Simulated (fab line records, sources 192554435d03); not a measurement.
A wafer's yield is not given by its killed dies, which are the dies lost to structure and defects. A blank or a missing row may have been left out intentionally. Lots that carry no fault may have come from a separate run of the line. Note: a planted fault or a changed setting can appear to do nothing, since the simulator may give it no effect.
Chamber matching :: flow n5Finfet :: N5_FIN_SAQP_PECVD_48 on pecvd-01 has 3 sister chambers
The step deposits SiNx from SiH4/NH3/N2, target thk 25 nm, time 22.1 s. 3 wafers are shown with their chamber, then 7 later ones without.

EACH WAFER AND ITS CHAMBER
wafer: L086.6
chamber: 2
throttleValvePct (%): 35.1

wafer: L091.1
chamber: 0
throttleValvePct (%): 42.4

wafer: L091.4
chamber: 1
throttleValvePct (%): 39.2

WAFERS MISSING THEIR CHAMBER
wafer: L091.5
throttleValvePct (%): 35.2

wafer: L094.1
throttleValvePct (%): 42.3

wafer: L094.4
throttleValvePct (%): 35.4

wafer: L094.5
throttleValvePct (%): 39.1

wafer: L096.1
throttleValvePct (%): 39.0

wafer: L096.2
throttleValvePct (%): 35.6

wafer: L096.4
throttleValvePct (%): 35.4

WHICH CHAMBER EACH ONE RAN IN
wafer: L091.5
from the rows above: 2
in truth: 2

wafer: L094.1
from the rows above: 0
in truth: 0

wafer: L094.4
from the rows above: 2
in truth: 2

wafer: L094.5
from the rows above: 1
in truth: 1

wafer: L096.1
from the rows above: 1
in truth: 1

wafer: L096.2
from the rows above: 2
in truth: 2

wafer: L096.4
from the rows above: 2
in truth: 2
7 of 7 placed correctly. From these rows, 0 cannot be placed. Placed wrongly: 0.
How it was worked out, from the rows above alone: a wafer's distance from a chamber is the root of the sum, over the readings, of the square of ((its reading less the chamber's mean) divided by the reading's scatter). The wafer belongs to the nearest chamber; if the next one is less than 2 further off, it can't be placed. The mean given for a chamber averages the wafers shown for that chamber. The scatter: root of mean squared gap, hidden wafer to nearest shown wafer, with one shown wafer a chamber.
